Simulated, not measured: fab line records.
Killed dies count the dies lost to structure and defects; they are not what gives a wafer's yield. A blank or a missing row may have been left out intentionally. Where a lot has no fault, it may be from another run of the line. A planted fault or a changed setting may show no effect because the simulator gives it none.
Matching of chambers    flow nandHarc    NHARC_A_STAIRCASE_DESCUM_291 on rieDiel-09 has 4 sister chambers
The step chemistry O2, time 3 s. 4 wafers are shown with their chamber, then 7 later ones without.

== WAFERS WITH THEIR CHAMBER ==
wafer   chamber  showerheadPlenumPTorr (Torr)
L080.3  1        1.86
L080.4  3        2.04
L082.1  2        1.91
L082.3  0        1.98

== WAFERS WITHOUT THEIR CHAMBER ==
wafer   showerheadPlenumPTorr (Torr)
L082.5  2.04
L091.2  1.85
L091.4  1.91
L091.5  1.85
L096.2  1.96
L096.4  2.02
L096.6  1.90

== WHICH CHAMBER EACH WENT THROUGH ==
wafer   from the rows above      in truth
L082.5  3                        3
L091.2  1                        1
L091.4  2                        2
L091.5  1                        1
L096.2  0                        0
L096.4  can't be placed: 3 or 0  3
L096.6  2                        2
Correct placement for 6 of the 7. Can't be placed from these rows: 1 (the true chamber is among the candidates in 1). 0 placed wrongly.
How it was worked out, from the rows above alone: a wafer's distance from a chamber is the root of the sum, over the readings, of the square of ((its reading less the chamber's mean) divided by the reading's scatter). If the next closest chamber is less than 2 further off than the closest, the wafer can't be placed; otherwise it belongs to the closest. For every chamber, the mean is computed from those of its wafers that are shown. The scatter: with one shown wafer a chamber, the root of the mean of the squares of how far each hidden wafer lies from its nearest shown one.
